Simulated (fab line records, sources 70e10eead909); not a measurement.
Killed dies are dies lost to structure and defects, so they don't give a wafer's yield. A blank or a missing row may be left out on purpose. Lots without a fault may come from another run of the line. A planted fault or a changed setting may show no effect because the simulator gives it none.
fab line records | flow nand_harc
record lots=7 wafers=21 last_day=32
route steps=1302 shown A_M0@1148 END@1302
lots that met no fault: from a run of the same line without faults
start_h: hours from the record's first day to the start of the lot's first wafer shown | wait_h: hours since the lot's step before | " the same as in the row above | L1.1+2: a row that stands for several wafers | - no value, or no start given | * or withheld: withheld | < > ~ a bound
route shown NAME@n: a module of which the file shows steps, and the number in the route of the first | usual: mean/standard deviation of fault-free wafers | same: alike in all rows | chamber/n: place in a boat | sites: the reading at each site | _std_site: their standard deviation | _edge_site: outer sites' mean less inner sites' | radius_mm: how far each site lies from the wafer's centre | mask NAME#n: copy n | behind: the tool/chamber that last shaped the wafer | hold: why the lot was held/for how many hours/how that ended | device: the transistor (n, p or np) that didn't switch | end of line: the same wafers' tests at the end of the route | a step without rows: its recipe alone | killed: dies lost to structure and defects at the first sort, not the wafer's yield | map: a wafer's dies, x killed, . not, _ none there
set.NAME: the setting as run; set.NAME@STEP: as run at that earlier step | model.NAME: the simulator's own value behind a step, which no gauge read
lots at some steps of the route; a table a step, a row a wafer
services: from which hour (start_h, from the record's first day; less than 0 if before it) a tool's chamber was out of use, for how many hours, and why
## steps
# step NHARC_A_M0_OVL_MEAS_10
# recipe pitch_nm=160
# usual overlay_x_nm=-0.1/0.94 overlay_y_nm=-0.1/0.92
# columns lot.wafer tool chamber start_h wait_h overlay_x_nm overlay_y_nm
L814.2 overlay-02 - 535.19 - -0.6 -0.5
L814.4 " - " " -0.3 -0.9
L814.6 " - " " -0.7 -0.4
L818.1 overlay-01 - 576.52 - 0.3 -0.1
L818.3 " - " " 0.1 0.3
L818.6 " - " " -0.2 0.3
L821.2 overlay-01 - 622.13 - -0.4 0.3
L821.3 " - " " -0.5 0.6
L821.4 " - " " -1.1 -0.1
L824.4 overlay-02 - 626.27 - 0.9 0.8
L824.5 " - " " 0.9 1.2
L824.6 " - " " 0.9 0.8
L823.1 overlay-01 - 627.42 - -0.3 -0.9
L823.4 " - " " -0.8 0.0
L823.6 " - " " -0.2 -0.2
L831.1 overlay-01 - 714.72 - -2.2 -0.4
L831.4 " - " " -2.4 -0.1
L831.5 " - " " -1.8 -0.3
L832.1 overlay-01 - 723.29 - 1.3 -0.8
L832.2 " - " " 0.8 -0.8
L832.5 " - " " 1.3 -1.2
# step NHARC_A_M0_INSPECT_11
# usual raw_defect_count=91/39
# columns lot.wafer tool chamber start_h wait_h raw_defect_count
L814.2 defect_inspect-01 - 535.23 0.0 106
L814.4 " - " " 120
L814.6 " - " " 101
L818.1 defect_inspect-02 - 576.56 0.0 83
L818.3 " - " " 79
L818.6 " - " " 81
L821.2 defect_inspect-01 - 622.16 0.0 156
L821.3 " - " " 142
L821.4 " - " " 133
L824.4 defect_inspect-01 - 626.30 0.0 56
L824.5 " - " " 37
L824.6 " - " " 55
L823.1 defect_inspect-01 - 627.45 0.0 110
L823.4 " - " " 121
L823.6 " - " " 104
L831.1 defect_inspect-01 - 714.76 0.0 124
L831.4 " - " " 104
L831.5 " - " " 98
L832.1 defect_inspect-01 - 723.33 0.0 118
L832.2 " - " " 129
L832.5 " - " " 131
# step NHARC_A_M0_DESCUM_14
# recipe time_s=3 o2_flow_sccm=200 ar_flow_sccm=0 bias_power_w=0 chemistry=O2
# step NHARC_A_M0_ETCH_34
# recipe target_depth_a=400 overetch_a=120 time_s=43.94 ion_energy_ev=200 n2_flow_sccm=150 h2_flow_sccm=150 ar_flow_sccm=0 rf_w=400 bias_w=150 chemistry=N2/H2
# step NHARC_A_M0_ETCH_15
# recipe target_depth_a=1500 overetch_a=150 time_s=82.5 c4f8_flow_sccm=withheld ar_flow_sccm=400 rf_w=600 bias_w=300 chemistry=C4F8/Ar
# usual chamber_pressure_mTorr=24.999/0.023 oes_product_au=0.947/0.024 rf_vpp_V=441.3/2.9
# columns lot.wafer tool chamber start_h wait_h chamber_pressure_mTorr oes_product_au rf_hours_counter_h rf_vpp_V
L814.2 rie_diel-01 0 - - 25.044 0.937 7.2 441.6
L814.4 " 1 " " 24.971 0.917 5.9 437.4
L814.6 " 3 " " 25.001 0.939 - 444.0
L818.3 rie_diel-09 2 - - 24.994 0.948 4.1 437.5
L818.1 " 3 " " 24.983 0.955 4.3 444.2
L818.6 " 3 " " 25.009 0.966 - 445.5
L821.3 rie_diel-01 2 - - 24.998 0.956 2.0 444.4
L821.2 " 3 " " 24.972 0.950 2.2 443.4
L821.4 " 0 " " 24.972 0.956 2.4 440.1
L824.4 rie_diel-09 1 - - 24.984 0.933 5.8 440.8
L824.5 " 2 " " 24.989 0.912 - 439.2
L824.6 " 3 " " 24.992 0.921 - 444.0
L823.1 rie_diel-13 2 - - 25.015 0.919 5.4 446.1
L823.4 " 1 " " 24.991 0.957 4.4 436.8
L823.6 " 3 " " 24.937 0.953 - 437.5
L831.1 rie_diel-09 0 - - 25.009 0.977 1.3 441.7
L831.4 " 2 " " 25.004 0.971 0.8 437.5
L831.5 " 0 " " 25.013 0.977 - 443.1
L832.2 rie_diel-01 1 - - 24.991 0.931 7.3 437.5
L832.1 " 2 " " 24.987 0.925 7.1 443.7
L832.5 " 0 " " 24.985 0.919 - 438.6
# step NHARC_A_M0_CD_MEAS_16
# usual cd_nm=79.5/0.96
# columns lot.wafer tool chamber start_h wait_h cd_nm
L814.2 cd_sem-02 - 535.59 - 78.6
L814.4 " - " " 77.5
L814.6 " - " " 78.9
L818.1 cd_sem-01 - 576.92 - 79.9
L818.3 " - " " 79.5
L818.6 " - " " 79.1
L821.2 cd_sem-03 - 622.53 - 80.0
L821.3 " - " " 80.5
L821.4 " - " " 79.0
L824.4 cd_sem-01 - 626.67 - 78.8
L824.5 " - " " 80.6
L824.6 " - " " 79.8
L823.1 cd_sem-01 - 627.81 - 80.4
L823.4 " - " " 80.1
L823.6 " - " " 80.1
L831.1 cd_sem-01 - 715.12 - 80.9
L831.4 " - " " 77.4
L831.5 " - " " 79.1
L832.1 cd_sem-03 - 723.69 - 78.3
L832.2 " - " " 80.6
L832.5 " - " " 79.1
# step NHARC_A_M0_STRIP_18
# recipe power_w=1000 n2_flow_sccm=150 h2_flow_sccm=150 ar_flow_sccm=0 bias_w=0 chemistry=N2/H2
# step NHARC_A_M0_STRIP_19
# recipe time_s=600 temp_c=30 chemistry=post_etch_residue_remover
# step NHARC_A_M0_DEGAS_28
# recipe temp_c=250 time_s=60
# usual heater_power_w=335/23
# columns lot.wafer tool chamber start_h wait_h heater_power_w
L814.4 pvd_sputter-02 - 536.22 - 327
L814.2 " - " " 362
L814.6 " - " " 354
L818.1 pvd_sputter-03 - 577.53 - 366
L818.3 " - " " 315
L818.6 " - " " 314
L821.4 pvd_sputter-03 - 623.14 - 344
L821.2 " - " " 364
L821.3 " - " " 362
L824.4 pvd_sputter-03 - 627.28 - 358
L824.5 " - " " 362
L824.6 " - " " 319
L823.1 pvd_sputter-02 - 628.44 - 367
L823.4 " - " " 303
L823.6 " - " " 320
L831.4 pvd_sputter-03 - 715.74 - 377
L831.1 " - " " 365
L831.5 " - " " 372
L832.2 pvd_sputter-02 - 724.31 - 331
L832.1 " - " " 343
L832.5 " - " " 334
# step NHARC_A_M0_PRE_CLEAN_29
# recipe time_s=30 temp_c=280 gas=H2/He
# usual heater_power_w=412/28
# columns lot.wafer tool chamber start_h wait_h heater_power_w
L814.2 pvd_sputter-02 - - - 404
L814.4 " - " " 435
L814.6 " - " " 438
L818.3 pvd_sputter-03 - - - 398
L818.1 " - " " 427
L818.6 " - " " 441
L821.4 pvd_sputter-03 - - - 392
L821.2 " - " " 446
L821.3 " - " " 429
L824.4 pvd_sputter-03 - - - 398
L824.6 " - " " 439
L824.5 " - " " 430
L823.1 pvd_sputter-02 - - - 445
L823.4 " - " " 376
L823.6 " - " " 450
L831.4 pvd_sputter-03 - - - 447
L831.1 " - " " 421
L831.5 " - " " 388
L832.1 pvd_sputter-02 - - - 418
L832.2 " - " " 412
L832.5 " - " " 422
# step NHARC_A_M0_PVD_20
# recipe target_thk_a=50 bias_v=168.6 power_w=15000 chamber_pressure_pa=0.12 time_s=8.06 substrate_temp_c=50 material=TaN
# usual chamber_pressure_pa=0.12002/0.00027 throttle_valve_pct=30.0/1.1
# columns lot.wafer tool chamber start_h wait_h chamber_pressure_pa throttle_valve_pct
L814.2 pvd_sputter-02 - - - 0.11984 30.7
L814.4 " - " " 0.1198 31.5
L814.6 " - " " 0.11968 30.7
L818.3 pvd_sputter-03 - - - 0.11991 30.0
L818.1 " - " " 0.11975 29.7
L818.6 " - " " 0.12 29.9
L821.4 pvd_sputter-03 - - - 0.11975 28.8
L821.2 " - " " 0.12017 29.8
L821.3 " - " " 0.12017 29.8
L824.4 pvd_sputter-03 - - - 0.12008 28.0
L824.6 " - " " 0.12003 27.6
L824.5 " - " " 0.12052 29.9
L823.1 pvd_sputter-02 - - - 0.11947 31.6
L823.4 " - " " 0.11985 30.5
L823.6 " - " " 0.12014 30.0
L831.1 pvd_sputter-03 - - - 0.12043 28.9
L831.4 " - " " 0.11971 29.5
L831.5 " - " " 0.11987 29.9
L832.1 pvd_sputter-02 - - - 0.12008 30.9
L832.2 " - " " 0.12036 30.2
L832.5 " - " " 0.1198 31.2
# step NHARC_A_M0_PVD_21
# recipe target_thk_a=300 chamber_pressure_pa=5 power_w=5000 substrate_temp_c=30 time_s=20.49 material=Cu
# usual chamber_pressure_pa=5.000/0.011 throttle_valve_pct=30.0/1.1
# columns lot.wafer tool chamber start_h wait_h chamber_pressure_pa throttle_valve_pct
L814.4 pvd_sputter-02 - - - 5.005 30.0
L814.2 " - " " 4.992 31.7
L814.6 " - " " 5.002 30.8
L818.3 pvd_sputter-03 - - - 5.000 27.7
L818.1 " - " " 4.981 29.2
L818.6 " - " " 5.007 27.9
L821.3 pvd_sputter-03 - - - 4.987 27.6
L821.2 " - " " 5.010 29.6
L821.4 " - " " 5.002 29.0
L824.4 pvd_sputter-03 - - - 4.983 27.9
L824.5 " - " " 5.003 27.7
L824.6 " - " " 4.994 29.8
L823.1 pvd_sputter-02 - - - 4.995 31.3
L823.4 " - " " 5.001 30.9
L823.6 " - " " 5.013 31.2
L831.1 pvd_sputter-03 - - - 5.011 29.5
L831.4 " - " " 4.992 29.1
L831.5 " - " " 4.993 29.6
L832.1 pvd_sputter-02 - - - 4.998 29.9
L832.2 " - " " 4.987 31.8
L832.5 " - " " 5.015 29.9
# step NHARC_A_M0_ECD_22
# recipe target_thk_a=4000 bath_temp_c=25 material=Cu
# columns lot.wafer tool chamber start_h wait_h
L814.2+4+6 ecd_cu-02 1,0,1 536.57 -
L818.1+3+6 ecd_cu-01 0,1,0 577.90 -
L821.2+3+4 ecd_cu-01 0,1,0 623.55 -
L824.4+6+5 ecd_cu-01 0,1,0 627.96 -
L823.1+4+6 ecd_cu-01 1,0,0 628.79 -
L831.1+4+5 ecd_cu-01 0,1,1 716.10 -
L832.2+1+5 ecd_cu-02 1,0,1 724.67 -
# step NHARC_A_M0_ANNEAL_30
# recipe temp_c=225 time_s=90
# step NHARC_A_M0_CMP_23
# recipe t_overpolish_s=20 target_thk_nm=113.75
# usual motor_current_A=11.3/1.1 time_to_endpoint_s=28.3/2.7
# columns lot.wafer tool chamber start_h wait_h motor_current_A time_to_endpoint_s
L814.2 cmp-03 2 537.29 - 10.4 22.4
L814.4 " 0 " " 13.1 26.5
L814.6 " 3 " " 12.3 29.3
L818.3 cmp-03 2 578.64 - 9.7 22.9
L818.1 " 3 " " 12.2 29.2
L818.6 " 2 " " 10.3 25.5
L821.4 cmp-01 2 624.23 - 10.8 14.3
L821.3 " 3 " " 11.2 29.5
L821.2 " 1 " " 10.2 7.7
L824.4 cmp-03 1 628.72 - 10.7 11.5
L824.5 " 2 " " 9.8 7.7
L824.6 " 3 " " 11.8 32.2
L823.4 cmp-04 2 629.51 - 11.6 10.2
L823.1 " 1 " " 12.6 29.9
L823.6 " 3 " " 9.8 13.1
L831.4 cmp-04 0 716.84 - 10.8 28.9
L831.1 " 1 " " 12.9 30.0
L831.5 " 0 " " 10.6 26.4
L832.1 cmp-03 3 725.42 - 12.3 29.5
L832.2 " 1 " " 10.7 29.4
L832.5 " 2 " " 9.2 27.4
# step NHARC_A_M0_THK_MEAS_24
# recipe thk_meas_gauge=xrf
# usual thk_nm=113.4/1.5
# columns lot.wafer tool chamber start_h wait_h thk_nm
L814.2 film_metro-02 - 537.60 - 111.3
L814.4 " - " " 111.1
L814.6 " - " " 115.9
L818.1 film_metro-02 - 578.93 - 112.2
L818.3 " - " " 113.2
L818.6 " - " " 111.9
L821.2 film_metro-01 - 624.54 - 112.3
L821.3 " - " " 112.6
L821.4 " - " " 116.3
L824.4 film_metro-02 - 628.95 - 112.9
L824.5 " - " " 113.1
L824.6 " - " " 112.3
L823.1 film_metro-02 - 629.83 - 112.9
L823.4 " - " " 112.4
L823.6 " - " " 113.4
L831.1 film_metro-01 - 717.13 - 113.1
L831.4 " - " " 112.4
L831.5 " - " " 113.4
L832.1 film_metro-01 - 725.71 - 114.0
L832.2 " - " " 113.7
L832.5 " - " " 111.7
# step NHARC_END_SORT_01
# recipe temp_c=25
# usual defect_limited_yield=91.5/2.5 killed_at_array=52/17 killed_at_other=1.2/1.4 killed_at_periphery=4.7/2.9 killed_dies=58/17 killed_open=3.2/1.9 killed_short=2.4/1.4 sort_bin_2_pct=3.0/1.1 sort_bin_3_pct=0.6/0.37 sort_bin_4_pct=4.8/1.4 sort_n_pass=619/17 sort_rim_yield_pct=90/4.9 sort_yield_pct=91.5/2.5
# same gross_dies=677 sort_bin_5_pct[%]=0 sort_bin_6_pct[%]=0 sort_bin_7_pct[%]=0 sort_bin_8_pct[%]=0 sort_rim_n_gross=106.00
# columns lot.wafer tool chamber start_h wait_h defect_limited_yield[%] killed_at_array killed_at_other killed_at_periphery killed_dies killed_open killed_short sort_bin_2_pct[%] sort_bin_3_pct[%] sort_bin_4_pct[%] sort_n_pass sort_rim_yield_pct[%] sort_yield_pct[%]
L818.1 prober-01 0 616.42 2.5 90.5 56 1 7 64 3 2 4.9 0 4.6 613 88 90.5
L818.3 prober-01 0 618.04 3.1 91.3 53 0 6 59 5 1 3.2 0.6 4.9 618 94 91.3
L818.6 prober-01 0 620.47 4.1 94.2 31 1 7 39 2 3 2.2 0.6 3.0 638 88 94.2
L821.2 prober-02 0 661.52 2.8 85.7 83 7 7 97 1 3 5.5 1.9 6.9 580 78 85.7
L821.3 prober-02 0 662.32 3.1 84.9 94 3 5 102 6 2 4.9 1.2 9.0 575 80 84.9
L821.4 prober-02 0 663.12 3.4 88.3 70 1 8 79 3 2 4.3 1.0 6.4 598 82 88.3
L823.1 prober-01 0 666.97 2.5 91.4 54 3 1 58 5 2 3.5 1.0 4.0 619 80 91.4
L823.4 prober-01 0 669.40 3.4 89.1 70 2 2 74 0 1 4.7 0.1 6.1 603 93 89.1
L823.6 prober-01 0 671.02 4.0 88.2 75 2 3 80 6 1 5.0 1.0 5.8 597 95 88.2
L824.4 prober-02 0 670.91 3.4 93.6 37 1 5 43 5 3 2.5 0.1 3.7 634 92 93.6
L824.5 prober-02 0 671.71 3.7 93.5 36 3 5 44 3 5 2.5 0.3 3.7 633 90 93.5
L832.5 prober-01 0 773.06 3.7 89.2 65 0 8 73 1 6 4.7 1.2 4.9 604 97 89.2
# killed by level:class
L818.1 A_CHANNEL_HOLE_D1:chamber_film_flake=28 A_CHANNEL_HOLE_D2:chamber_film_flake=8 A_CONTACT:chamber_film_flake=6 A_M1:chamber_film_flake=5 P_ZERO_WELL:chamber_film_flake=3 P_GATE:chamber_film_flake=2 A_DECK1_JOINT:chamber_film_flake=2 A_SLIT:chamber_film_flake=2
L818.3 A_CHANNEL_HOLE_D1:chamber_film_flake=27 A_CHANNEL_HOLE_D2:chamber_film_flake=8 A_STAIRCASE:chamber_film_flake=5 A_CONTACT:chamber_film_flake=4 P_M0:geometric_particle:open=3 A_M1:chamber_film_flake=3 A_WL_FILL:chamber_film_flake=2 A_SGD_CUT:geometric_particle:open=1
L818.6 A_CHANNEL_HOLE_D1:chamber_film_flake=15 A_CONTACT:chamber_film_flake=4 A_CHANNEL_HOLE_D2:chamber_film_flake=3 P_ZERO_WELL:chamber_film_flake=2 P_GATE:chamber_film_flake=2 A_STAIRCASE:chamber_film_flake=2 A_M1:chamber_film_flake=2 P_GATE:geometric_particle:short=1
L821.2 A_CHANNEL_HOLE_D1:chamber_film_flake=34 A_SLIT:chamber_film_flake=23 THIN_TSV:chamber_film_flake=7 A_M0:area_ecd=7 A_CHANNEL_HOLE_D2:chamber_film_flake=6 A_CONTACT:chamber_film_flake=5 A_BLC:chamber_film_flake=4 P_GATE:chamber_film_flake=3
L821.3 A_SLIT:chamber_film_flake=32 A_CHANNEL_HOLE_D1:chamber_film_flake=30 A_CHANNEL_HOLE_D2:chamber_film_flake=13 A_CONTACT:chamber_film_flake=7 P_GATE:chamber_film_flake=3 THIN_TSV:chamber_film_flake=3 A_STAIRCASE:chamber_film_flake=2 P_CONTACT:geometric_particle:open=1
L821.4 A_CHANNEL_HOLE_D2:chamber_film_flake=21 A_SLIT:chamber_film_flake=21 A_CHANNEL_HOLE_D1:chamber_film_flake=11 P_GATE:chamber_film_flake=4 A_CONTACT:chamber_film_flake=4 A_CHANNEL_FILL_D1:geometric_particle:short=2 A_CHANNEL_HOLE_D2:geometric_particle:open=2 P_STI:chamber_film_flake=2
L823.1 A_CHANNEL_HOLE_D1:chamber_film_flake=25 A_SLIT:chamber_film_flake=17 THIN_TSV:chamber_film_flake=3 A_CHANNEL_FILL_D1:geometric_particle:open=2 A_STAIRCASE:chamber_film_flake=2 A_ONON_D2:geometric_particle:open=1 A_ONON_D2:geometric_particle:short=1 A_BLC:geometric_particle:short=1
L823.4 A_SLIT:chamber_film_flake=34 A_CHANNEL_HOLE_D1:chamber_film_flake=27 A_STAIRCASE:chamber_film_flake=4 P_GATE:chamber_film_flake=2 THIN_TSV:chamber_film_flake=2 A_CHANNEL_FILL_D1:geometric_particle:short=1 A_CONTACT:chamber_film_flake=1 A_DECK1_JOINT:chamber_film_flake=1
L824.4 A_CHANNEL_HOLE_D2:chamber_film_flake=14 A_CONTACT:chamber_film_flake=10 A_CHANNEL_HOLE_D1:chamber_film_flake=3 P_M0:geometric_particle:short=2 P_CONTACT:chamber_film_flake=2 A_CHANNEL_FILL_D2:chamber_film_flake=2 P_CONTACT:geometric_particle:open=1 A_CHANNEL_FILL_D1:geometric_particle:open=1
L823.6 A_SLIT:chamber_film_flake=38 A_CHANNEL_HOLE_D1:chamber_film_flake=22 A_M0:area_ecd=3 A_ONON_D1:geometric_particle:open=2 A_BLC:chamber_film_flake=2 THIN_TSV:chamber_film_flake=2 P_CONTACT:geometric_particle:open=1 P_M1:geometric_particle:open=1
L824.5 A_CHANNEL_HOLE_D2:chamber_film_flake=10 A_CHANNEL_HOLE_D1:chamber_film_flake=9 A_M0:area_ecd=5 A_WL_FILL:chamber_film_flake=3 THIN_TSV:chamber_film_flake=3 A_ONON_D1:geometric_particle:short=2 P_GATE:geometric_particle:short=1 P_CONTACT:geometric_particle:open=1
L832.5 A_SLIT:chamber_film_flake=21 A_CHANNEL_HOLE_D2:chamber_film_flake=19 A_CHANNEL_HOLE_D1:chamber_film_flake=10 A_CONTACT:chamber_film_flake=7 A_STAIRCASE:chamber_film_flake=4 P_M0:geometric_particle:short=3 P_M2:chamber_film_flake=2 P_GATE:geometric_particle:short=1
## services
# columns tool chamber start_h hours kind
ecd_cu-01 - 512.20 8.0 pm
rie_diel-13 - 519.00 9.0 pm
rie_diel-01 3 522.29 6.8 repair
pvd_sputter-03 - 524.13 2.9 repair
pvd_sputter-03 - 527.05 10.0 pm
cmp-03 - 536.21 0.9 repair
pvd_sputter-02 - 538.09 5.6 repair
rie_diel-01 - 557.80 9.0 pm
cmp-03 - 568.87 3.5 repair
cmp-03 - 574.55 4.0 pm
ecd_cu-02 - 601.09 8.0 pm
cmp-04 - 604.97 4.0 pm
ecd_cu-02 - 643.36 1.1 repair
ecd_cu-01 - 647.80 0.6 repair
pvd_sputter-02 - 656.25 10.0 pm
cmp-03 - 672.55 4.0 pm
rie_diel-01 2 673.23 7.2 repair
rie_diel-09 - 674.10 9.0 pm
ecd_cu-01 - 688.20 8.0 pm
pvd_sputter-03 - 689.77 6.9 repair
rie_diel-01 3 698.22 6.4 repair
cmp-04 - 702.97 4.0 pm
pvd_sputter-03 - 705.10 10.0 pm
pvd_sputter-02 - 718.56 2.4 repair
## key
first_sign step=NHARC_A_M0_CMP_23 reading=time_to_endpoint_s direction=down sigmas=6.6 usual=* struck=*
effect none on later readings
met_at NHARC_A_M0_ECD_22
struck_wafers L821.2,L821.4,L823.4,L823.6,L824.4,L824.5
onset_between 577.90 623.55
fault kind=process_parameter_drift tool=ecd_cu-01 chamber=0 onset_h=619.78 steps=NHARC_A_M0_ECD_22 channel=target_thk_a offset=* shape=step end_h=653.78 acts_in=* stated=*
